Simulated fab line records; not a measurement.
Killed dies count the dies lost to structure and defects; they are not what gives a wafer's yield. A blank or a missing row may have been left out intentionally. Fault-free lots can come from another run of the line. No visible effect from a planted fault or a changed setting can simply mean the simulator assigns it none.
What tool caused it?    flow nandHarc    12 lots with 36 wafers sampled at 3 steps, on a route of 1302 steps

WHAT THE GAUGES SHOWED, per wafer
NHARC_A_ONON_D2_THK_MEAS_30: measures by ellipsometry. Usual: thkNm reads 1002 nm (standard deviation 8.1).
lot   measured      on            thkNm (nm)      flag
L598  day 12 11:41  filmMetro-01  1011 1013 1012  
L599  day 13 08:59  filmMetro-02  989 989 988     
L601  day 13 23:13  filmMetro-02  996 997 996     
L604  day 15 13:12  filmMetro-01  1003 1003 1002  
L606  day 16 03:55  filmMetro-01  993 993 993     
L605  day 16 03:56  filmMetro-02  1025 1025 1025  
L607  day 16 11:58  filmMetro-02  1009 1011 1009  
L608  day 17 07:56  filmMetro-01  999 1001 998    
L613  day 19 05:23  filmMetro-01  1005 1005 1004  
L614  day 19 14:34  filmMetro-02  1006 1004 1007  
L617  day 20 19:54  filmMetro-02  1010 1009 1009  
L621  day 22 13:19  filmMetro-02  997 998 998     

NHARC_A_ONON_D2_THK_MEAS_34: measures by ellipsometry. Usual: thkNm reads 200 nm (standard deviation 3.3).
lot   measured      on            thkNm (nm)   flag
L598  day 12 12:25  filmMetro-02  205 204 202  
L599  day 13 09:27  filmMetro-01  201 197 201  
L601  day 13 23:41  filmMetro-02  195 198 199  
L604  day 15 13:41  filmMetro-01  201 205 204  
L606  day 16 04:25  filmMetro-01  197 196 200  
L605  day 16 04:26  filmMetro-02  199 201 201  
L607  day 16 12:26  filmMetro-01  194 197 194  
L608  day 17 08:24  filmMetro-02  197 199 198  
L613  day 19 05:51  filmMetro-01  220 223 221  OFF
L614  day 19 15:03  filmMetro-02  218 220 222  OFF
L617  day 20 20:22  filmMetro-01  201 203 207  
L621  day 22 13:46  filmMetro-01  196 198 199  

WHAT TOOL EACH LOT RAN ON (gives the tool, then ch and the chambers of the sampled wafers, and finally the start)
lot   NHARC_A_ONON_D2_DEP_33
L598  pecvd-01 ch 0,1, day 12 12:03
L599  pecvd-04 ch 0,1,2, day 13 09:02
L601  pecvd-02 ch 0,2, day 13 23:17
L604  pecvd-01 ch 0,1,2, day 15 13:16
L606  pecvd-02 ch 1,2, day 16 04:01
L605  pecvd-01 ch 0,1, day 16 03:59
L607  pecvd-04 ch 0,1,2, day 16 12:01
L608  pecvd-02 ch 0,2, day 17 08:05
L613  pecvd-02 ch 0,1,2, day 19 05:26
L614  pecvd-02 ch 0,1,2, day 19 14:41
L617  pecvd-01 ch 0,2, day 20 20:00
L621  pecvd-01 ch 0,1,2, day 22 13:22
- NHARC_A_ONON_D2_DEP_33: deposits SiO2, target thk 200 nm.

WHAT THE TOOLS THEMSELVES READ (means of the sampled wafers that have a number; where no wafer has one, the mark that the record gives instead)
NHARC_A_ONON_D2_DEP_33. Usual: heaterPowerW 568 W, standard deviation 81; rfFwdPowerW 898.5 W, standard deviation 2.7; showerheadVppV 1835 V, standard deviation 81; throttleValvePct 15.8 %, standard deviation 0.59.
lot   tool      heaterPowerW (W)  rfFwdPowerW (W)  showerheadVppV (V)  throttleValvePct (%)  flag
L598  pecvd-01  613               898.5            1867                15.3                  
L599  pecvd-04  569               897.0            1843                16.2                  
L601  pecvd-02  518               896.0            1923                16.1                  
L604  pecvd-01  527               899.5            1830                15.5                  
L606  pecvd-02  524               898.5            1776                16.0                  
L605  pecvd-01  543               898.4            1887                15.4                  
L607  pecvd-04  607               902.0            1838                16.4                  
L608  pecvd-02  530               897.4            1913                16.3                  
L613  pecvd-02  443               1258.8           2191                15.7                  OFF
L614  pecvd-02  397               1258.2           2169                15.7                  OFF
L617  pecvd-01  536               897.7            1831                16.3                  
L621  pecvd-01  532               897.5            1832                15.5                  

THE ANSWER, worked out from the rows above alone
Rule: a lot is off if the mean of its wafers that have a number lies more than 3 standard deviations from the usual mean. A lot without any number at a reading at which 4 lots or more have one is off too. Where the step has rows for the other lots, those lots are counted as sound. Order of review: gauges by route order, followed by the tools' own readings, for which a lot's mean as printed above is used. The first step at which some lot is off is used, and at that step the reading that is off furthest; a lot without a number counts as furthest.
Off: L613, L614, at NHARC_A_ONON_D2_THK_MEAS_34 (thkNm).
If a tool, at a process step before that reading, ran all the lots that are off and no sound lot after the first of them, it fits. Not tried: the gauges at NHARC_A_ONON_D2_THK_MEAS_34; whatever is off there is also off at NHARC_A_ONON_D2_DEP_33, on other tools, and gauge error can't account for it. One fits: NHARC_A_ONON_D2_DEP_33 on pecvd-02. A fault onset in the window from L608 (day 17 08:05, its last sound lot) to L613 (day 19 05:26, its first lot off) fits.
The tool's own readings at NHARC_A_ONON_D2_DEP_33 bear it out: on the lots that are off they differ by more than 5 times the standard deviation of the sound lots' means. rfFwdPowerW reads 1258.5 W there against 898.2 W on the sound lots; showerheadVppV reads 2180 V there against 1854 V on the sound lots.

WHAT THE SIMULATOR HAD PUT IN
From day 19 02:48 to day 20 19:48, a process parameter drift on pecvd-02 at NHARC_A_ONON_D2_DEP_33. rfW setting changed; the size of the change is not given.
Shown lots that were struck: L613, L614. Same finding as the rule above.
